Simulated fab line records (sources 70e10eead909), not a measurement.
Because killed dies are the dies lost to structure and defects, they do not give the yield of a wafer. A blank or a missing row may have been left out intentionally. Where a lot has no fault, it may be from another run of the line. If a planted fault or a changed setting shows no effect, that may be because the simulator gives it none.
fab line records	flow nandHarc
record: lots: 11	wafers: 33	lastDay: 34
route steps=1302 shown A_WL_FILL@967 A_BONDPAD@1223 HYBRID_BOND@1237 END@1302
lots with no fault: from the same line, run without faults
startH: the number of hours between the record's first day and the start of the first shown wafer of the lot	waitH: hours elapsed since this lot's preceding step	" as in the row above	L1.1+2: one row covering several wafers at once	- no value, or no start was given	* or withheld: withheld	< > ~ a bound
route shown NAME@n: NAME is a module with steps in the file, n the number in the route of the first one	usual: mean/standard deviation taken from wafers without a fault	same: alike in all rows	chamber/n: place in a boat	sites: per-site readings	_std_site: the values' standard deviation	_edge_site: inner sites' mean taken away from outer sites' mean	radiusMm: for every site, how far away it sits from the centre of the wafer	mask NAME#n: copy n	behind: the tool/chamber that last shaped the wafer	hold: cause of the lot's hold/its duration in hours/its outcome	device: transistor that didn't switch, given as n, p or np	end of line: tests run on the same wafers once the route is complete	for a step that has no rows: nothing shown but its recipe	killed: not the wafer's yield, but the dies lost to structure and defects at the first sort	map: a wafer's dies, x killed, . not, _ none there
set.NAME: the setting as run; set.NAME@STEP: as run at that earlier step	model.NAME: the simulator's own value behind a step, which no gauge read
route steps across a sampled set of lots; one table per step, one row per wafer
services: a tool's chamber out of use, with start hour (startH, from the record's first day; less than 0 if before it), hours out, and reason
== steps ==
step: NHARC_A_WL_FILL_STRIP_29
recipe: timeS: 20	o2FlowSccm: 500	arFlowSccm: 0	biasW: 0	chemistry: O2
usual: drypumpMotorCurrentA: 5.5/0.5	oesProductAu: 1.001/0.012	rfVppV: 57.7/0.84	showerheadPlenumPTorr: 3.51/0.11	throttleValvePct: 17.036/0.011
lot.wafer	tool	chamber	startH	waitH	drypumpMotorCurrentA	oesProductAu	rfHoursCounterH	rfVppV	showerheadPlenumPTorr	throttleValvePct
L845.3	rieDiel-10	1	477.98	0.1	5.7	0.994	0.8	57.2	3.49	17.042
L845.5	"	1	"	"	5.7	0.987	-	57.9	3.49	17.027
L845.6	"	2	"	"	5.3	1.012	-	57.4	3.70	17.041
L846.3	rieDiel-06	2	500.54	0.1	5.7	0.974	0.4	56.6	3.37	17.021
L846.6	"	1	"	"	4.8	1.001	-	56.3	3.35	17.026
L846.5	"	2	"	"	5.7	0.984	-	57.2	3.37	17.027
L849.2	rieDiel-10	2	537.40	0.1	5.3	1.014	2.5	58.4	3.69	17.036
L849.4	"	3	"	"	4.8	0.981	2.6	57.4	3.61	17.040
L849.1	"	0	"	"	5.7	0.999	2.7	57.4	3.44	17.029
L850.3	rieDiel-09	0	537.40	0.1	5.5	1.005	1.8	57.5	3.43	17.030
L850.1	"	1	"	"	5.6	0.992	1.7	57.4	3.47	17.027
L850.5	"	0	"	"	5.4	1.004	-	57.2	3.43	17.043
L854.3	rieDiel-10	2	588.85	0.1	5.3	1.024	3.8	57.2	3.69	17.044
L854.4	"	3	"	"	4.9	0.994	4.0	57.5	3.61	17.056
L854.5	"	1	"	"	5.7	0.992	-	56.9	3.48	17.050
L855.4	rieDiel-10	1	596.07	0.1	5.7	0.995	4.3	57.3	3.48	17.036
L855.3	"	3	"	"	4.8	0.983	4.3	56.9	3.61	17.021
L855.5	"	1	"	"	5.7	0.994	-	58.4	3.48	17.048
L858.3	rieDiel-06	3	628.34	0.1	6.1	0.997	3.9	56.7	3.54	17.038
L858.4	"	0	"	"	5.4	1.004	3.2	58.6	3.62	17.044
L858.6	"	0	"	"	5.4	1.005	-	58.3	3.62	17.037
L860.1	rieDiel-06	0	634.07	0.1	5.4	0.998	3.2	58.5	3.62	17.010
L860.3	"	2	"	"	5.7	0.990	4.0	58.4	3.37	17.036
L860.2	"	3	"	"	6.1	0.994	4.0	58.4	3.54	17.043
L862.1	rieDiel-09	1	651.58	0.1	5.6	0.995	6.9	58.1	3.47	17.040
L862.2	"	2	"	"	6.6	1.030	7.3	56.6	3.46	17.020
L862.5	"	3	"	"	4.9	1.013	-	57.6	3.69	17.030
L866.1	rieDiel-09	3	695.67	0.1	4.9	1.017	0.7	57.9	3.69	17.040
L866.3	"	0	"	"	5.4	0.990	0.7	57.5	3.43	17.034
L866.4	"	1	"	"	5.6	0.996	-	57.6	3.47	17.052
L867.2	rieDiel-06	0	721.03	0.1	5.4	0.998	1.8	57.6	3.62	17.024
L867.6	"	3	"	"	6.1	0.982	-	57.2	3.53	17.019
L867.5	"	0	"	"	5.4	1.004	-	56.7	3.62	17.029
step: NHARC_A_BONDPAD_ETCH_24
recipe: targetDepthA: 300	overEtchFrac: 0.3	timeS: 72.99	ionEnergyEv: 150	cf4FlowSccm: 50	n2FlowSccm: 100	arFlowSccm: 150	rfW: 300	biasW: 100	chemistry: CF4/N2
usual: drypumpMotorCurrentA: 5.5/0.49	n2FlowSccm: 99.96/0.3	oesProductAu: 0.996/0.011	rfVppV: 313.9/1.9	showerheadPlenumPTorr: 2.61/0.1	throttleValvePct: 19.795/0.0082
lot.wafer	tool	chamber	startH	waitH	drypumpMotorCurrentA	n2FlowSccm	oesProductAu	rfHoursCounterH	rfVppV	showerheadPlenumPTorr	throttleValvePct
L845.3	rieDiel-06	2	-	-	5.7	100.10	0.985	1	314.5	2.51	19.789
L845.6	"	2	"	"	5.7	100.18	0.977	-	312.5	2.51	19.789
L845.5	"	3	"	"	6.1	99.96	1.004	-	315.4	2.63	19.783
L846.3	rieDiel-06	3	-	-	6.1	99.81	0.993	2	314.0	2.63	19.789
L846.5	"	1	"	"	4.7	100.46	1.012	-	313.8	2.49	19.798
L846.6	"	2	"	"	5.7	100.38	0.985	-	312.9	2.50	19.799
L850.3	rieDiel-06	3	-	-	6.1	99.68	0.995	3	314.7	2.63	19.804
L850.1	"	1	"	"	4.8	99.85	1.011	2	313.3	2.49	19.810
L850.5	"	2	"	"	5.7	100.07	1.001	-	311.9	2.51	19.791
L849.2	rieDiel-06	2	-	-	5.7	99.52	0.984	3	311.8	2.50	19.790
L849.1	"	3	"	"	6.1	99.53	0.994	3	313.9	2.63	19.797
L849.4	"	0	"	"	5.4	99.82	0.997	3	314.9	2.69	19.790
L854.4	rieDiel-06	1	-	-	4.8	100.12	1.015	3	311.1	2.49	19.787
L854.3	"	2	"	"	5.7	99.43	0.982	4	311.9	2.50	19.795
L854.5	"	1	"	"	4.7	99.60	1.010	-	311.7	2.49	19.790
L855.4	rieDiel-06	1	-	-	4.8	99.86	1.006	4	311.9	2.49	19.801
L855.3	"	3	"	"	6.1	100.02	0.999	5	315.3	2.63	19.793
L855.5	"	0	"	"	5.4	99.75	1.006	-	314.8	2.69	19.797
L858.3	rieDiel-06	0	-	-	5.4	100.22	0.992	1	316.2	2.69	19.778
L858.4	"	3	"	"	6.2	99.76	0.981	1	313.2	2.63	19.812
L858.6	"	1	"	"	4.7	100.25	1.008	-	311.1	2.49	19.799
L860.1	rieDiel-06	3	-	-	6.1	99.70	1.003	1	313.8	2.63	19.794
L860.2	"	0	"	"	5.3	99.45	1.005	1	316.3	2.69	19.793
L860.3	"	1	"	"	4.7	100.14	1.010	1	312.6	2.49	19.805
L862.2	rieDiel-07	3	-	-	6.0	99.80	0.987	7	316.0	2.69	19.801
L862.1	"	0	"	"	4.7	99.71	1.006	7	314.3	2.61	19.806
L862.5	"	1	"	"	5.8	99.53	0.992	-	317.3	2.78	19.799
L866.4	rieDiel-06	2	-	-	5.7	100.12	0.967	3	311.4	2.50	19.792
L866.3	"	0	"	"	5.4	99.62	0.986	3	316.4	2.69	19.787
L866.1	"	1	"	"	4.8	100.38	1.009	3	311.7	2.49	19.797
L867.2	rieDiel-06	2	-	-	5.7	100.04	0.983	3	310.1	2.50	19.799
L867.5	"	0	"	"	5.4	99.50	0.994	-	314.7	2.69	19.787
L867.6	"	1	"	"	4.7	100.52	1.008	-	313.0	2.49	19.792
step: NHARC_A_BONDPAD_PVD_27
recipe: targetThkA: 300	chamberPressurePa: 5	powerW: 5000	substrateTempC: 30	timeS: 20.49	material: Cu
usual: chamberPressurePa: 4.999/0.0099	throttleValvePct: 30.1/0.99
lot.wafer	tool	chamber	startH	waitH	chamberPressurePa	throttleValvePct
L845.3	pvdSputter-01	-	-	-	4.986	29.4
L845.5	"	-	"	"	4.986	30.7
L845.6	"	-	"	"	4.985	29.4
L846.3	pvdSputter-02	-	-	-	4.986	31.5
L846.5	"	-	"	"	4.980	31.4
L846.6	"	-	"	"	4.988	29.0
L850.3	pvdSputter-02	-	-	-	5.003	29.1
L850.1	"	-	"	"	4.984	31.6
L850.5	"	-	"	"	5.016	30.4
L849.1	pvdSputter-01	-	-	-	5.002	28.8
L849.2	"	-	"	"	5.005	30.1
L849.4	"	-	"	"	4.992	28.8
L854.3	pvdSputter-03	-	-	-	4.992	30.7
L854.4	"	-	"	"	4.996	30.9
L854.5	"	-	"	"	4.995	30.5
L855.3	pvdSputter-01	-	-	-	5.011	30.5
L855.4	"	-	"	"	4.999	29.0
L855.5	"	-	"	"	4.998	28.9
L858.3	pvdSputter-01	-	-	-	4.993	30.1
L858.4	"	-	"	"	5.011	28.7
L858.6	"	-	"	"	4.986	30.8
L860.1	pvdSputter-03	-	-	-	4.990	30.9
L860.3	"	-	"	"	4.992	30.2
L860.2	"	-	"	"	5.009	29.2
L862.1	pvdSputter-01	-	-	-	5.012	28.9
L862.2	"	-	"	"	4.989	28.9
L862.5	"	-	"	"	4.991	30.4
L866.1	pvdSputter-03	-	-	-	4.992	31.2
L866.3	"	-	"	"	5.008	29.5
L866.4	"	-	"	"	4.998	29.4
L867.2	pvdSputter-03	-	-	-	4.995	29.4
L867.5	"	-	"	"	5.019	29.3
L867.6	"	-	"	"	4.992	29.0
step: NHARC_HYBRID_BOND_ACTIVATE_00
recipe: timeS: 60	n2FlowSccm: 200	arFlowSccm: 0	biasPowerW: 0	chemistry: N2
usual: drypumpMotorCurrentA: 6.1/0.46	n2FlowSccm: 200.0/0.56	oesProductAu: 1.000/0.013	rfVppV: 64.2/0.96	showerheadPlenumPTorr: 1.77/0.069
same: biasPowerW: 0
lot.wafer	tool	chamber	startH	waitH	drypumpMotorCurrentA	n2FlowSccm	oesProductAu	rfHoursCounterH	rfVppV	showerheadPlenumPTorr
L845.3	rieDiel-12	0	541.92	0.1	6.8	200.5	1.001	9	63.3	1.71
L845.6	"	1	"	"	6.4	199.2	1.010	-	64.8	1.86
L845.5	"	2	"	"	5.7	199.7	1.009	-	64.1	1.76
L846.3	rieDiel-12	2	564.02	0.1	5.7	199.3	1.003	11	64.7	1.76
L846.5	"	3	"	"	6.0	199.9	1.004	-	64.3	1.74
L846.6	"	0	"	"	6.8	200.8	0.997	-	64.5	1.71
L850.3	rieDiel-12	2	593.52	0.1	5.7	200.5	1.008	13	65.6	1.76
L850.1	"	3	"	"	6.0	199.6	1.009	10	63.9	1.74
L850.5	"	3	"	"	5.9	199.9	1.007	-	65.2	1.74
L849.2	rieDiel-12	1	596.50	0.1	6.4	200.6	0.993	13	64.5	1.86
L849.4	"	2	"	"	5.7	199.3	1.005	13	63.6	1.76
L849.1	"	0	"	"	6.8	200.4	0.992	13	64.7	1.71
L854.4	rieDiel-12	0	652.64	0.1	6.8	200.0	1.019	2	62.7	1.71
L854.3	"	2	"	"	5.7	199.9	0.995	3	65.8	1.76
L854.5	"	1	"	"	6.4	199.2	0.992	-	66.0	1.86
L855.3	rieDiel-03	0	658.18	0.1	5.6	200.5	1.031	4	63.8	1.87
L855.4	"	1	"	"	5.3	199.2	1.004	4	63.4	1.69
L855.5	"	1	"	"	5.2	200.1	0.998	-	65.2	1.69
L858.4	rieDiel-12	3	688.19	0.1	6.0	200.3	0.973	5	63.7	1.74
L858.3	"	1	"	"	6.4	200.2	0.974	6	65.2	1.86
L858.6	"	2	"	"	5.7	200.5	0.985	-	62.0	1.76
L860.2	rieDiel-03	1	690.01	0.1	5.2	199.8	1.002	11	63.0	1.69
L860.3	"	2	"	"	6.1	199.6	1.010	11	64.1	1.90
L860.1	"	3	"	"	6.3	199.9	1.006	10	65.8	1.80
L862.2	rieDiel-12	0	707.60	0.1	6.8	200.3	1.028	7	64.0	1.70
L862.1	"	1	"	"	6.4	198.9	0.998	8	64.0	1.86
L862.5	"	3	"	"	6.0	200.3	0.980	-	64.4	1.74
L866.3	rieDiel-12	0	748.60	0.1	6.8	199.7	1.007	10	64.1	1.70
L866.1	"	1	"	"	6.4	200.4	0.983	12	63.0	1.86
L866.4	"	0	"	"	6.8	199.0	1.005	-	64.5	1.70
L867.2	rieDiel-11	2	781.13	0.1	5.7	199.0	0.995	52	63.1	1.66
L867.5	"	1	"	"	6.2	200.1	1.037	-	64.3	1.68
L867.6	"	2	"	"	5.7	199.6	1.001	-	62.2	1.66
step: NHARC_END_SORT_01
recipe: tempC: 25
usual: killedAtArray: 55/19	killedAtOther: 0.9/1.4	killedAtPeriphery: 3.8/2.9	killedDies: 60/19	killedOpen: 3.3/1.8	killedShort: 2.6/1.6
same: grossDies: 677
lot.wafer	tool	chamber	startH	waitH	killedAtArray	killedAtOther	killedAtPeriphery	killedDies	killedOpen	killedShort
L855.3	prober-02	0	688.99	3.1	129	3	5	137	7	1
L855.4	prober-02	0	689.78	3.4	129	1	5	135	4	1
L855.5	prober-02	0	690.57	3.6	147	1	4	152	3	1
L854.3	prober-01	0	689.01	3.1	123	0	1	124	2	3
L854.4	prober-01	0	689.80	3.4	104	0	5	109	2	2
L854.5	prober-01	0	690.60	3.7	114	0	3	117	8	0
killed by level:class
L855.3 A_WL_FILL:unspecified=64 A_CHANNEL_HOLE_D1:chamberFilmFlake=34 A_SLIT:chamberFilmFlake=21 THIN_TSV:chamberFilmFlake=3 A_DECK1_JOINT:geometricParticle:open=2 P_GATE:geometricParticle:open=1 P_CONTACT:geometricParticle:open=1 P_M1:geometricParticle:open=1
L854.3 A_WL_FILL:unspecified=82 A_SLIT:chamberFilmFlake=26 A_CHANNEL_HOLE_D1:chamberFilmFlake=6 A_STAIRCASE:chamberFilmFlake=2 P_M0:geometricParticle:open=1 A_ONON_D1:geometricParticle:open=1 A_CHANNEL_FILL_D1:geometricParticle:short=1 A_DECK1_JOINT:geometricParticle:short=1
L855.4 A_WL_FILL:unspecified=64 A_SLIT:chamberFilmFlake=28 A_CHANNEL_HOLE_D1:chamberFilmFlake=22 A_CONTACT:chamberFilmFlake=6 A_STAIRCASE:chamberFilmFlake=3 P_GATE:chamberFilmFlake=2 A_DECK1_JOINT:chamberFilmFlake=2 P_STI:geometricParticle:open=1
L854.4 A_WL_FILL:unspecified=74 A_SLIT:chamberFilmFlake=21 A_STAIRCASE:chamberFilmFlake=4 A_CHANNEL_HOLE_D1:chamberFilmFlake=3 P_CONTACT:geometricParticle:open=2 P_GATE:chamberFilmFlake=2 P_CONTACT:geometricParticle:short=1 A_SGD_CUT:geometricParticle:short=1
L855.5 A_WL_FILL:unspecified=73 A_SLIT:chamberFilmFlake=35 A_CHANNEL_HOLE_D1:chamberFilmFlake=26 A_CONTACT:chamberFilmFlake=3 A_DECK1_JOINT:chamberFilmFlake=2 A_STAIRCASE:chamberFilmFlake=2 P_GATE:geometricParticle:open=1 A_DECK1_JOINT:geometricParticle:open=1
L854.5 A_WL_FILL:unspecified=70 A_SLIT:chamberFilmFlake=28 A_CHANNEL_HOLE_D1:chamberFilmFlake=5 A_STAIRCASE:chamberFilmFlake=4 P_CONTACT:geometricParticle:open=1 P_M0:geometricParticle:open=1 A_ONON_D1:geometricParticle:open=1 A_DECK1_JOINT:geometricParticle:open=1
== services ==
tool	chamber	startH	hours	kind
rieDiel-12	0	454.73	3.6	repair
rieDiel-06	-	484.20	9.0	pm
pvdSputter-03	-	486.18	2.0	repair
rieDiel-12	3	512.50	22.2	repair
pvdSputter-03	-	514.20	2.5	repair
pvdSputter-03	-	520.42	8.6	repair
rieDiel-12	1	523.18	2.4	repair
rieDiel-06	1	528.07	10.5	repair
rieDiel-10	-	546.71	0.5	repair
rieDiel-10	1	548.95	2.2	repair
pvdSputter-03	-	556.64	2.2	repair
pvdSputter-01	-	582.04	10.0	pm
rieDiel-10	-	596.50	9.0	pm
rieDiel-10	2	608.18	25.9	repair
pvdSputter-01	-	612.31	7.6	repair
rieDiel-10	0	619.89	3.8	repair
rieDiel-12	-	622.84	9.0	pm
rieDiel-06	1	638.72	2.1	repair
rieDiel-06	-	661.20	9.0	pm
rieDiel-12	0	662.94	9.8	repair
rieDiel-12	3	744.42	9.9	repair
rieDiel-12	-	748.73	0.1	repair
rieDiel-06	-	758.90	0.8	repair
pvdSputter-01	-	760.04	10.0	pm
== key ==
firstSign: step: NHARC_END_SORT_01	reading: killedDies	direction: up	sigmas: 3.7	usual: 60	struck: 129
effect: step: NHARC_END_SORT_01	reading: killedAtArray	direction: up	sigmas: 3.6	usual: 55	struck: 124
moreKillsBornAt: NHARC_A_WL_FILL_STRIP_29@rieDiel-10: 427
metAt NHARC_A_WL_FILL_STRIP_29
struckLots L854,L855
testerLeftOut L854,L855
notActingAt NHARC_A_BONDPAD_ETCH_24,NHARC_A_BONDPAD_PVD_27,NHARC_HYBRID_BOND_ACTIVATE_00
onsetBetween 537.40 588.85
fault: kind: chamberParticleSource	tool: rieDiel-10	chamber: -	onsetH: 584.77	steps: NHARC_A_WL_FILL_STRIP_29	ratePerVisitCm2: 1.6111
testerLeftOut: of these lots the tester's yield and bins aren't shown, on N5 and GAA mostly nor the transistor test; their killed dies are dies lost to structure and defects alone, not to doping, threshold or leakage, so they don't give the yield
